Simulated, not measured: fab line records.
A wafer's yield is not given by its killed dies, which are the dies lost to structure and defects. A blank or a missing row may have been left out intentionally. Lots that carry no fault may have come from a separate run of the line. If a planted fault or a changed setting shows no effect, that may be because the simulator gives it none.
Problem report, 8D (eight disciplines) form, completed by code :: flow n5-finfet :: the parts of the form that need people (team, actions taken, sign-off) are left out

1. THE PROBLEM
bias-w at N5_BEOL_M0_SAQP_MANDREL_ETCH_20 reads a mean of 96.35 W on 2 wafers of 2 lots; wafers without a fault read 75.01 W with a standard deviation of 0.22. Relative to the usual mean, that is a shift of +97 standard deviations.
The step: etches a-Si in HBr/Cl2, stops on SiNx, target depth 60 nm, bt time 10 s, time 30 s.
First seen on wafer L582.3, day 7 08:11, on rie-si-01. The record has a number at this step for 27 wafers belonging to 9 lots. Rule for "out" (also "out of limits"): further than 4 standard deviations from the usual mean. Any other wafer with a number is counted as sound.

2. WHAT IT IS; WHAT IT IS NOT
question: which readings at this step
is: bias-w
is not: drypump-motor-current-A, oes-product-au, rf-fwd-power-W, throttle-valve-pct

question: which lots
is: L582, L585
is not: L578, L580, L592, L595, L596, L597, L598

question: which wafers of those lots
is: L582.3, L585.2
is not: L582.1, L582.5, L585.4, L585.6

question: read on which tools
is: rie-si-01
is not: rie-si-02, rie-si-05

question: when
is: from day 7 08:11
is not: up to then (8 sound wafers); but 17 sound wafers of L585, L592, L595, L596, L597, L598 came after

3. WHAT RULES OUT EACH SUSPECT
Counting: a tool at a process step up to the reading stays a suspect if it ran every lot that is out. Sound lots after the first of them don't rule it out here, since some wafers of a struck lot are sound.
- rie-si-01 at N5_BEOL_M0_SAQP_MANDREL_ETCH_20 (etches a-Si in HBr/Cl2, stops on SiNx, target depth 60 nm, bt time 10 s, time 30 s): kept. Ran every lot that is out, first one L582 (day 7 08:11); last sound lot up to then L580 (day 6 14:23). Its own readings are out on those wafers: bias-w.
- In rie-si-01 at N5_BEOL_M0_SAQP_MANDREL_ETCH_20, the wafers that are out were processed in chamber 1 and their sound lot-mates in chambers 0, 2.
The count leaves rie-si-01 at N5_BEOL_M0_SAQP_MANDREL_ETCH_20.

4. THE CAUSE (what the simulator had put in)
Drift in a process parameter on rie-si-01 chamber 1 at N5_BEOL_M0_SAQP_MANDREL_ETCH_20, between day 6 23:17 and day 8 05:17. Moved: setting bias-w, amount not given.
After counting, this tool was the only one left.

5. THE CHAIN OF EFFECTS, in route order
Each row: a reading whose mean over the struck wafers that have a number lies more than 3 standard deviations from the usual. Readings are gone through only where the record gives a usual standard deviation; hours: the median, over the lots, of the time from a lot's start at the first step in this table giving one to that lot's start at this step; sigmas: the change measured in usual standard deviations.
hours: 0
step: N5_BEOL_M0_SAQP_MANDREL_ETCH_20
reading: bias-w
usual: 75.01 W
on struck wafers: 96.35
change: +21.34
sigmas: +97
Its process steps:
- N5_BEOL_M0_SAQP_MANDREL_ETCH_20: etches a-Si in HBr/Cl2, stops on SiNx, target depth 60 nm, bt time 10 s, time 30 s.
At these later measuring or inspecting steps, every struck wafer for which the step has a row has a number for every such reading, and none has moved that far: N5_BEOL_M4_RC_MEAS_101.

6. WHAT WOULD HAVE CAUGHT IT SOONER
In this record no reading fell out of limits until day 7 08:11, 9 hours after the fault had begun at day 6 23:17.
